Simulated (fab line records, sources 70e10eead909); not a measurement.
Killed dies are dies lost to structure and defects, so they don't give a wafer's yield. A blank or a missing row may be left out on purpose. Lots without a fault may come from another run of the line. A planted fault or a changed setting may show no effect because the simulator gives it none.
fab line records | flow nand_harc
record lots=6 wafers=18 last_day=32
route steps=1302 shown A_DECK1_JOINT@518 END@1302
lots that met no fault: from a run of the same line without faults
start_h: hours from the record's first day to the start of the lot's first wafer shown | wait_h: hours since the lot's step before | " the same as in the row above | L1.1+2: a row that stands for several wafers | - no value, or no start given | * or withheld: withheld | < > ~ a bound
route shown NAME@n: a module of which the file shows steps, and the number in the route of the first | usual: mean/standard deviation of fault-free wafers | same: alike in all rows | chamber/n: place in a boat | sites: the reading at each site | _std_site: their standard deviation | _edge_site: outer sites' mean less inner sites' | radius_mm: how far each site lies from the wafer's centre | mask NAME#n: copy n | behind: the tool/chamber that last shaped the wafer | hold: why the lot was held/for how many hours/how that ended | device: the transistor (n, p or np) that didn't switch | end of line: the same wafers' tests at the end of the route | a step without rows: its recipe alone | killed: dies lost to structure and defects at the first sort, not the wafer's yield | map: a wafer's dies, x killed, . not, _ none there
set.NAME: the setting as run; set.NAME@STEP: as run at that earlier step | model.NAME: the simulator's own value behind a step, which no gauge read
lots at some steps of the route; a table a step, a row a wafer
services: from which hour (start_h, from the record's first day; less than 0 if before it) a tool's chamber was out of use, for how many hours, and why
## steps
# step NHARC_A_DECK1_JOINT_ETCHBACK_07
# recipe target_depth_a=1050 time_s=26.9 hbr_flow_sccm=150 rf_w=350 icp_w=350 bias_w=60 chemistry=HBr
# usual drypump_motor_current_A=5.5/0.54 hbr_flow_sccm=150.0/0.49 oes_product_au=0.999/0.0098 throttle_valve_pct=23.265/0.0098
# same time_s=26.9
# columns lot.wafer tool chamber start_h wait_h drypump_motor_current_A hbr_flow_sccm oes_product_au rf_hours_counter_h throttle_valve_pct
L182.4 rie_si-06 3 281.44 0.1 5.0 149.1 1.022 0.1 23.271
L182.6 " 1 " " 5.6 149.5 1.003 - 23.262
L182.5 " 2 " " 5.3 150.0 0.991 - 23.266
L184.2 rie_si-04 0 310.90 0.1 5.7 150.0 1.005 0.8 23.280
L184.3 " 2 " " 6.0 150.2 0.995 0.8 23.247
L184.4 " 1 " " 5.3 150.0 0.995 - 23.268
L187.4 rie_si-06 1 345.95 0.1 5.6 150.0 1.004 0.5 23.264
L187.1 " 2 " " 5.3 150.2 0.990 0.5 23.266
L187.5 " 0 " " 6.6 149.9 1.011 - 23.253
L193.4 rie_si-05 1 395.78 0.1 5.6 149.3 0.992 0.5 23.251
L193.3 " 3 " " 4.9 150.4 0.975 0.6 23.263
L193.5 " 1 " " 5.6 149.9 0.975 - 23.266
L196.2 rie_si-05 3 429.30 0.1 4.9 149.7 0.996 0.8 23.255
L196.1 " 1 " " 5.7 149.9 0.983 0.8 23.267
L196.6 " 3 " " 4.9 150.4 0.998 - 23.262
L198.3 rie_si-06 3 449.10 0.1 4.9 149.9 1.000 0.1 23.264
L198.1 " 0 " " 6.6 149.6 0.999 0.1 23.248
L198.4 " 1 " " 5.6 149.9 0.992 0.0 23.277
# step NHARC_A_DECK1_JOINT_ETCH_25
# recipe target_depth_a=5 chemistry=dHF material=SiO2
# step NHARC_A_DECK1_JOINT_ETCH_19
# recipe temp_c=25 target_depth_a=30 chemistry=TMAH material=poly-Si
# step NHARC_A_DECK1_JOINT_ETCH_18
# recipe target_depth_a=30 chemistry=dHF material=SiO2
# step NHARC_A_DECK1_JOINT_WET_08
# recipe temp_c=160 time_s=86 chemistry=H3PO4
# step NHARC_A_DECK1_JOINT_ETCH_09
# recipe target_depth_a=50 chemistry=dHF material=SiO2
# step NHARC_A_DECK1_JOINT_WET_10
# recipe temp_c=160 time_s=86 chemistry=H3PO4
# step NHARC_A_DECK1_JOINT_ETCH_11
# recipe target_depth_a=350 chemistry=dHF material=SiO2
# step NHARC_A_DECK1_JOINT_CVD_12
# recipe target_thk_a=900 temp_c=620 pressure_mtorr=200 time_s=1800 material=poly-Si
# step NHARC_A_DECK1_JOINT_CMP_13
# recipe target_thk_nm=51.023
# usual edge_zone_pressure_frac=1.000/0.0041 motor_current_A=12.6/1.7 time_to_endpoint_s=8.8/2.2
# columns lot.wafer tool chamber start_h wait_h edge_zone_pressure_frac motor_current_A time_to_endpoint_s
L182.4 cmp-03 2 291.72 0.4 1.005 12.4 10.2
L182.5 " 1 " " 1.002 11.2 8.9
L182.6 " 2 " " 0.996 11.5 11.5
L184.3 cmp-03 2 321.25 0.4 0.995 10.9 10.4
L184.4 " 0 " " 1.000 16.2 8.5
L184.2 " 1 " " 0.997 10.8 6.2
L187.1 cmp-01 1 363.41 0.4 1.000 10.2 4.7
L187.4 " 2 " " 0.998 13.0 8.4
L187.5 " 1 " " 1.000 10.4 6.5
L193.4 cmp-01 2 414.25 0.4 0.994 13.9 8.4
L193.3 " 0 " " 1.004 13.0 6.4
L193.5 " 3 " " 1.002 12.6 10.2
L196.2 cmp-01 2 439.38 0.4 1.003 13.4 15.5
L196.1 " 0 " " 0.995 13.4 8.3
L196.6 " 2 " " 1.001 13.3 13.1
L198.3 cmp-01 1 459.44 0.4 1.001 10.1 8.6
L198.4 " 2 " " 1.008 12.6 10.4
L198.1 " 0 " " 1.000 12.8 7.2
# step NHARC_A_DECK1_JOINT_THK_MEAS_14
# recipe thk_meas_gauge=ellipsometry
# usual thk_nm=50.7/1.5
# columns lot.wafer tool chamber start_h wait_h thk_nm
L182.4 film_metro-02 - 291.95 0.2 53.8
L182.5 " - " " 51.7
L182.6 " - " " 53.2
L184.2 film_metro-01 - 321.50 0.2 49.8
L184.3 " - " " 50.7
L184.4 " - " " 49.5
L187.1 film_metro-01 - 363.64 0.2 49.0
L187.4 " - " " 50.3
L187.5 " - " " 49.3
L193.3 film_metro-02 - 414.50 0.2 50.0
L193.4 " - " " 51.2
L193.5 " - " " 51.0
L196.1 film_metro-02 - 439.61 0.2 49.3
L196.2 " - " " 51.6
L196.6 " - " " 54.2
L198.1 film_metro-01 - 459.69 0.2 47.9
L198.3 " - " " 49.1
L198.4 " - " " 51.0
# step NHARC_A_DECK1_JOINT_SRD_04
# step NHARC_A_DECK1_JOINT_ETCHBACK_00
# recipe target_depth_a=300 time_s=17.4 hbr_flow_sccm=150 rf_w=350 icp_w=350 bias_w=60 chemistry=HBr
# usual drypump_motor_current_A=5.5/0.53 hbr_flow_sccm=150.0/0.44 oes_product_au=0.996/0.01 throttle_valve_pct=23.267/0.0089
# same time_s=17.4
# columns lot.wafer tool chamber start_h wait_h drypump_motor_current_A hbr_flow_sccm oes_product_au rf_hours_counter_h throttle_valve_pct
L182.4 rie_si-06 1 292.11 0.1 5.6 150.6 0.989 0.1 23.266
L182.6 " 2 " " 5.3 149.5 0.983 - 23.275
L182.5 " 3 " " 4.9 149.1 1.010 - 23.281
L184.2 rie_si-05 0 321.64 0.1 4.8 149.9 0.998 0.0 23.271
L184.3 " 1 " " 5.6 149.9 0.996 0.0 23.262
L184.4 " 2 " " 5.3 150.2 0.997 0.0 23.271
L187.1 rie_si-04 3 363.77 0.1 5.9 149.6 1.015 0.1 23.259
L187.4 " 0 " " 5.7 150.1 1.004 0.1 23.253
L187.5 " 3 " " 6.0 150.0 1.015 - 23.260
L193.4 rie_si-04 2 414.63 0.1 6.0 150.7 0.999 0.3 23.263
L193.3 " 3 " " 5.9 150.6 0.997 0.3 23.266
L193.5 " 2 " " 6.0 150.3 1.011 - 23.273
L196.1 rie_si-05 2 439.75 0.1 5.3 150.0 1.009 1.0 23.264
L196.2 " 0 " " 4.8 149.6 0.998 0.8 23.288
L196.6 " 2 " " 5.4 150.0 0.995 - 23.262
L198.4 rie_si-05 0 459.83 0.1 4.8 149.5 0.992 0.9 23.272
L198.3 " 1 " " 5.6 150.5 0.982 1.0 23.259
L198.1 " 2 " " 5.4 150.6 0.987 1.2 23.266
# step NHARC_A_DECK1_JOINT_PRECLEAN_30
# recipe time_s=* temp_c=50 bath_age_min=0 chemistry=SC1
# step NHARC_A_DECK1_JOINT_SRD_31
# step NHARC_A_DECK1_JOINT_CVD_34
# recipe target_thk_a=200 temp_c=700 pressure_mtorr=300 material=SiNx
# step NHARC_A_DECK1_JOINT_DEP_06
# recipe target_thk_a=800 temp_c=65 material=SiOx
# step NHARC_A_DECK1_JOINT_CURE_26
# recipe temp_c=150 time_s=32 pressure_atm=0.395
# step NHARC_A_DECK1_JOINT_ANNEAL_27
# recipe temp_c=400 time_s=3600 idle_temp_c=300 ramp_up_c_per_min=10 densification_p_h2o_torr=640
# step NHARC_A_DECK1_JOINT_ANNEAL_28
# recipe temp_c=500 time_s=1800 idle_temp_c=400 ramp_up_c_per_min=10 densification_p_h2o_torr=640
# step NHARC_A_DECK1_JOINT_ANNEAL_29
# recipe temp_c=750 time_s=1800 idle_temp_c=500 ramp_up_c_per_min=10 ramp_down_c_per_min=3
# step NHARC_A_DECK1_JOINT_CMP_02
# recipe material=SiOx
# usual edge_zone_pressure_frac=1.000/0.0052 motor_current_A=12.6/1.8
# columns lot.wafer tool chamber start_h wait_h edge_zone_pressure_frac motor_current_A
L182.4 cmp-03 0 318.76 0.4 1.001 16.7
L182.6 " 0 " " 0.999 15.9
L182.5 " 1 " " 1.006 10.7
L184.2 cmp-04 0 345.73 0.4 0.996 12.9
L184.4 " 1 " " 0.999 13.8
L184.3 " 3 " " 0.994 11.0
L187.1 cmp-04 2 384.95 0.5 1.009 13.3
L187.4 " 0 " " 0.995 11.8
L187.5 " 3 " " 0.991 10.7
L193.4 cmp-03 3 435.81 0.4 0.997 10.9
L193.3 " 1 " " 0.995 10.8
L193.5 " 3 " " 0.993 11.6
L196.1 cmp-04 2 459.61 0.5 0.999 13.8
L196.2 " 3 " " 1.007 11.2
L196.6 " 1 " " 1.000 14.1
L198.4 cmp-01 3 479.61 0.4 1.003 11.7
L198.3 " 0 " " 1.003 13.3
L198.1 " 1 " " 0.999 10.6
# step NHARC_A_DECK1_JOINT_SRD_15
# step NHARC_A_DECK1_JOINT_DEP_16
# recipe target_thk_a=450 temp_c=400 pressure_torr=6.5 rf_w=900 teos_flow_sccm=161.4 flow_sccm=2650 target_thk_nm=45 gas=O2 material=SiO2
# usual heater_power_w=543/90 throttle_valve_pct=15.7/0.72
# columns lot.wafer tool chamber start_h wait_h heater_power_w throttle_valve_pct
L182.4 pecvd-02 1 319.23 0.2 531 15.0
L182.5 " 2 " " 554 16.3
L182.6 " 0 " " 448 16.6
L184.2 pecvd-04 2 346.17 0.1 576 16.1
L184.4 " 0 " " 506 14.9
L184.3 " 2 " " 573 15.8
L187.1 pecvd-04 2 385.42 0.2 640 16.1
L187.5 " 0 " " 517 14.8
L187.4 " 2 " " 638 16.1
L193.4 pecvd-04 1 436.26 0.2 721 16.2
L193.3 " 0 " " 602 15.1
L193.5 " 0 " " 607 15.2
L196.1 pecvd-02 2 460.18 0.3 501 16.1
L196.2 " 0 " " 388 16.4
L196.6 " 1 " " 498 14.2
L198.3 pecvd-04 2 479.98 0.1 558 15.4
L198.1 " 0 " " 641 14.7
L198.4 " 1 " " 712 16.2
# step NHARC_A_DECK1_JOINT_THK_MEAS_17
# recipe thk_meas_gauge=ellipsometry
# usual thk_nm=44.9/1.1
# columns lot.wafer tool chamber start_h wait_h thk_nm
L182.4 film_metro-01 - 319.43 0.2 45.8
L182.5 " - " " 45.7
L182.6 " - " " 46.2
L184.2 film_metro-02 - 346.49 0.3 46.5
L184.3 " - " " 45.0
L184.4 " - " " 45.0
L187.1 film_metro-01 - 385.64 0.2 43.7
L187.4 " - " " 44.7
L187.5 " - " " 43.9
L193.3 film_metro-02 - 436.54 0.2 46.6
L193.4 " - " " 45.0
L193.5 " - " " 45.9
L196.1 film_metro-02 - 460.44 0.2 43.9
L196.2 " - " " 46.7
L196.6 " - " " 46.0
L198.1 film_metro-02 - 480.26 0.2 45.4
L198.3 " - " " 44.7
L198.4 " - " " 45.4
# step NHARC_END_SORT_01
# recipe temp_c=25
# usual killed_at_array=52/18 killed_at_other=0.6/1.1 killed_at_periphery=3.7/2.4 killed_dies=57/19 killed_open=3.1/1.7 killed_short=2.5/1.7
# same gross_dies=677
# columns lot.wafer tool chamber start_h wait_h killed_at_array killed_at_other killed_at_periphery killed_dies killed_open killed_short
L182.4 prober-02 0 605.30 3.5 35 3 6 44 2 5
L182.5 prober-02 0 606.11 3.8 17 0 3 20 1 4
L182.6 prober-02 0 606.93 4.1 32 2 1 35 4 6
L184.2 prober-01 0 637.75 2.8 76 0 7 83 4 3
L184.3 prober-01 0 638.57 3.1 60 0 3 63 7 2
L184.4 prober-01 0 639.39 3.5 66 1 3 70 3 4
L187.1 prober-02 0 685.92 2.5 33 0 4 37 3 2
L187.4 prober-02 0 688.35 3.4 37 0 3 40 3 4
L187.5 prober-02 0 689.16 3.7 42 0 2 44 6 5
L193.3 prober-02 0 726.82 3.2 62 0 7 69 4 3
L193.4 prober-02 0 727.64 3.5 60 1 6 67 4 4
L193.5 prober-02 0 728.46 3.8 66 0 4 70 3 1
L196.1 prober-01 0 763.24 2.5 145 0 5 150 6 3
L196.2 prober-01 0 764.03 2.8 181 0 0 181 1 3
L196.6 prober-01 0 767.23 4.0 157 0 3 160 4 2
L198.1 prober-02 0 772.20 2.5 149 0 8 157 2 1
L198.3 prober-02 0 773.79 3.1 156 1 4 161 0 3
L198.4 prober-02 0 774.58 3.4 161 0 8 169 2 2
# killed by level:class
L182.4 A_CHANNEL_HOLE_D2:chamber_film_flake=14 A_CONTACT:chamber_film_flake=10 THIN_TSV:chamber_film_flake=3 P_GATE:chamber_film_flake=2 A_ZERO_WELL:chamber_film_flake=2 A_CHANNEL_HOLE_D1:chamber_film_flake=2 A_DECK1_JOINT:chamber_film_flake=2 P_STI:geometric_particle:short=1
L182.5 A_CHANNEL_HOLE_D2:chamber_film_flake=8 A_CHANNEL_HOLE_D1:chamber_film_flake=3 P_M1:geometric_particle:open=1 A_ONON_D1:geometric_particle:short=1 A_ONON_D2:geometric_particle:short=1 A_WL_FILL:geometric_particle:short=1 A_M0:geometric_particle:short=1 P_STI:chamber_film_flake=1
L182.6 A_CHANNEL_HOLE_D2:chamber_film_flake=10 A_CONTACT:chamber_film_flake=4 A_DECK1_JOINT:chamber_film_flake=3 A_STAIRCASE:chamber_film_flake=3 A_ONON_D1:geometric_particle:short=2 A_DECK1_JOINT:geometric_particle:short=2 THIN_TSV:chamber_film_flake=2 P_CONTACT:geometric_particle:open=1
L184.2 A_CHANNEL_HOLE_D2:chamber_film_flake=36 A_SLIT:chamber_film_flake=24 A_CONTACT:chamber_film_flake=7 A_CHANNEL_FILL_D1:chamber_film_flake=3 P_CONTACT:geometric_particle:open=2 A_CHANNEL_FILL_D1:geometric_particle:short=2 P_CONTACT:chamber_film_flake=2 A_WL_FILL:chamber_film_flake=2
L184.3 A_SLIT:chamber_film_flake=30 A_CHANNEL_HOLE_D2:chamber_film_flake=12 A_CONTACT:chamber_film_flake=5 A_CHANNEL_HOLE_D1:chamber_film_flake=3 A_ONON_D2:geometric_particle:open=2 P_CONTACT:geometric_particle:open=1 A_SOURCE_PLATE:geometric_particle:open=1 A_DECK1_JOINT:geometric_particle:open=1
L184.4 A_CHANNEL_HOLE_D2:chamber_film_flake=33 A_SLIT:chamber_film_flake=24 A_CHANNEL_FILL_D1:geometric_particle:short=2 P_CONTACT:chamber_film_flake=2 A_DECK1_JOINT:chamber_film_flake=2 P_CONTACT:geometric_particle:open=1 A_CHANNEL_FILL_D1:geometric_particle:open=1 A_SGD_CUT:geometric_particle:open=1
L187.1 A_CHANNEL_HOLE_D2:chamber_film_flake=16 A_CONTACT:chamber_film_flake=7 A_CHANNEL_HOLE_D1:chamber_film_flake=4 P_CONTACT:geometric_particle:open=1 P_M0:geometric_particle:open=1 A_CHANNEL_HOLE_D1:geometric_particle:open=1 A_WL_FILL:geometric_particle:short=1 P_ZERO_WELL:chamber_film_flake=1
L187.4 A_CHANNEL_HOLE_D2:chamber_film_flake=16 A_CHANNEL_HOLE_D1:chamber_film_flake=7 A_CONTACT:chamber_film_flake=5 P_CONTACT:geometric_particle:short=1 P_M0:geometric_particle:open=1 A_ONON_D1:geometric_particle:open=1 A_CHANNEL_FILL_D1:geometric_particle:short=1 A_CHANNEL_FILL_D1:geometric_particle:open=1
L187.5 A_CHANNEL_HOLE_D2:chamber_film_flake=12 A_CHANNEL_HOLE_D1:chamber_film_flake=6 A_CHANNEL_FILL_D2:chamber_film_flake=4 A_SLIT:chamber_film_flake=3 A_CONTACT:chamber_film_flake=3 P_CONTACT:geometric_particle:open=1 A_ONON_D1:geometric_particle:open=1 A_CHANNEL_FILL_D1:geometric_particle:short=1
L193.3 A_CHANNEL_HOLE_D1:chamber_film_flake=25 A_CHANNEL_HOLE_D2:chamber_film_flake=19 A_SLIT:chamber_film_flake=5 A_CONTACT:chamber_film_flake=5 P_M1:chamber_film_flake=3 A_WL_FILL:chamber_film_flake=2 P_STI:geometric_particle:short=1 P_M0:geometric_particle:short=1
L193.4 A_CHANNEL_HOLE_D1:chamber_film_flake=25 A_CHANNEL_HOLE_D2:chamber_film_flake=17 A_SLIT:chamber_film_flake=7 P_M1:chamber_film_flake=4 A_CONTACT:chamber_film_flake=3 A_STAIRCASE:chamber_film_flake=2 P_M1:geometric_particle:short=1 P_M1:geometric_particle:open=1
L193.5 A_CHANNEL_HOLE_D1:chamber_film_flake=30 A_CHANNEL_HOLE_D2:chamber_film_flake=20 A_SLIT:chamber_film_flake=7 A_STAIRCASE:chamber_film_flake=3 P_M1:chamber_film_flake=2 A_CONTACT:chamber_film_flake=2 P_M0:geometric_particle:open=1 A_CHANNEL_HOLE_D1:geometric_particle:open=1
L196.1 A_DECK1_JOINT:unspecified=88 A_SLIT:chamber_film_flake=19 A_CHANNEL_HOLE_D2:chamber_film_flake=14 A_CHANNEL_HOLE_D1:chamber_film_flake=7 A_CONTACT:chamber_film_flake=7 P_CONTACT:geometric_particle:open=2 P_GATE:chamber_film_flake=2 A_M1:chamber_film_flake=2
L196.2 A_DECK1_JOINT:unspecified=99 A_SLIT:chamber_film_flake=29 A_CHANNEL_HOLE_D2:chamber_film_flake=28 A_CHANNEL_HOLE_D1:chamber_film_flake=7 A_M1:chamber_film_flake=6 A_CONTACT:chamber_film_flake=5 A_STAIRCASE:chamber_film_flake=2 A_ONON_D2:geometric_particle:short=1
L196.6 A_DECK1_JOINT:unspecified=88 A_CHANNEL_HOLE_D2:chamber_film_flake=21 A_SLIT:chamber_film_flake=18 A_CHANNEL_HOLE_D1:chamber_film_flake=12 A_CONTACT:chamber_film_flake=8 A_M1:chamber_film_flake=3 A_STAIRCASE:chamber_film_flake=2 P_GATE:geometric_particle:short=1
L198.1 A_DECK1_JOINT:unspecified=90 A_SLIT:chamber_film_flake=34 A_CONTACT:chamber_film_flake=9 A_CHANNEL_HOLE_D1:chamber_film_flake=8 P_ZERO_WELL:chamber_film_flake=5 P_GATE:chamber_film_flake=2 A_STAIRCASE:chamber_film_flake=2 A_WL_FILL:chamber_film_flake=2
L198.3 A_DECK1_JOINT:unspecified=96 A_SLIT:chamber_film_flake=32 A_CHANNEL_HOLE_D1:chamber_film_flake=14 A_STAIRCASE:chamber_film_flake=5 A_CONTACT:chamber_film_flake=4 P_GATE:chamber_film_flake=2 A_SOURCE_PLATE:geometric_particle:short=1 A_CHANNEL_FILL_D1:geometric_particle:short=1
L198.4 A_DECK1_JOINT:unspecified=98 A_SLIT:chamber_film_flake=31 A_CHANNEL_HOLE_D1:chamber_film_flake=16 A_CONTACT:chamber_film_flake=5 P_GATE:chamber_film_flake=4 P_ZERO_WELL:chamber_film_flake=3 A_STAIRCASE:chamber_film_flake=3 A_CHANNEL_FILL_D1:chamber_film_flake=2
# map L196.2 (x killed, . not)
____________.____________
_________.xx..xx_________
_______xxxxx.xx..x_______
______..xxx..xxx...______
_____.xxxxxxxxxxx.x._____
____.xxxxxxxxxx.x....____
____....x.xxxxx.x....____
___.....xxx.xxxxx.....___
___.....xxx.xxx.x.....___
__.......xx..x....x....__
__....x.......x.x.x....__
_......xx.xx.x........x._
_.....xxxxxx........x..._
_......xxxxxxx......x.x._
_....x.xxxxxxxx..x......_
_.....xxxxxxxxx........._
.....xxxxxxxxxxx.x.......
......xxxxxxxxxx..x......
.......xxxxxxxx..........
.......xxxxxxxx..........
......xxxxxxxxx..........
_.......xxxxxx.........._
_......xxxxxx..........._
_........x.xx..........._
_.......x...xx.........._
_............x.........._
__.....................__
__.....................__
___...................___
___...................___
____.................____
____.................____
_____..............._____
______.............______
_______....x......_______
_________..x...._________
____________.____________
# map L198.4 (x killed, . not)
____________.____________
_________.x....._________
_______xxxxx.xx..._______
______x.xxx.xx.....______
_____..xxxxxxxx.xx.._____
____....xx.xx..x.....____
____..xxxxxx..xxx....____
___.........x.xx......___
___.......x...x.......___
__.....x.x..x..........__
__.......x.x...........__
_........xxxx..x..x....._
_......xxxx.....x......._
_......xxxxxxxx.x......._
_......xxxxxxxx........._
_..x..xxxxxxxxxx........_
.......xxxxxxx...........
..x....xxxxxxxx..........
.......xxxxxxxx..........
......xxxxxxxxx........x.
.......xxxxxxxx.........x
_.....xxxxxxxx.........._
_.....xxxxxxx..x........_
_.....xxxxxxx..........._
_......x..xx..........x._
_....x.x.x.............._
__......x..............__
__x....x......x........__
___..x................___
___..........x........___
____...............x.____
____..xx.............____
_____..............._____
______.............______
_______..........._______
_________......._________
____________.____________
## services
# columns tool chamber start_h hours kind
cmp-03 - 260.00 4.0 pm
pecvd-04 - 269.00 13.0 pm
cmp-01 - 286.51 4.0 pm
rie_si-05 - 305.00 9.0 pm
rie_si-04 3 306.97 15.2 repair
cmp-04 - 307.00 4.0 pm
pecvd-04 2 318.15 5.7 repair
cmp-01 - 328.24 18.1 repair
cmp-04 - 333.83 0.4 repair
rie_si-06 1 335.55 3.9 repair
rie_si-04 - 342.00 9.0 pm
cmp-03 - 358.78 4.0 pm
cmp-03 - 372.73 4.5 repair
cmp-01 - 384.51 4.0 pm
cmp-04 - 405.00 4.0 pm
cmp-01 - 419.48 2.1 repair
rie_si-06 1 419.63 23.4 repair
cmp-01 - 424.13 4.5 repair
pecvd-04 2 425.66 11.5 repair
rie_si-06 - 426.00 9.0 pm
cmp-01 - 448.19 1.5 repair
pecvd-04 - 450.00 13.0 pm
rie_si-04 2 451.58 4.2 repair
cmp-03 - 456.78 4.0 pm
## key
first_sign step=NHARC_END_SORT_01 reading=killed_at_array direction=up sigmas=5.8 usual=52 struck=158
effect step=NHARC_END_SORT_01 reading=killed_dies direction=up sigmas=5.5 usual=57 struck=163
more_kills_born_at NHARC_A_DECK1_JOINT_ETCHBACK_00@rie_si-05=559
met_at NHARC_A_DECK1_JOINT_ETCHBACK_00
struck_wafers L196.1,L196.2,L196.6,L198.1,L198.3,L198.4
tester_left_out L196,L198
onset_between 321.64 439.75
also_fits time
fault kind=chamber_particle_source tool=rie_si-05 chamber=- onset_h=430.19 steps=NHARC_A_DECK1_JOINT_ETCHBACK_00 rate_per_visit_cm2=1.4518 end_h=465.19
# tester_left_out: of these lots the tester's yield and bins aren't shown, on N5 and GAA mostly nor the transistor test; their killed dies are dies lost to structure and defects alone, not to doping, threshold or leakage, so they don't give the yield
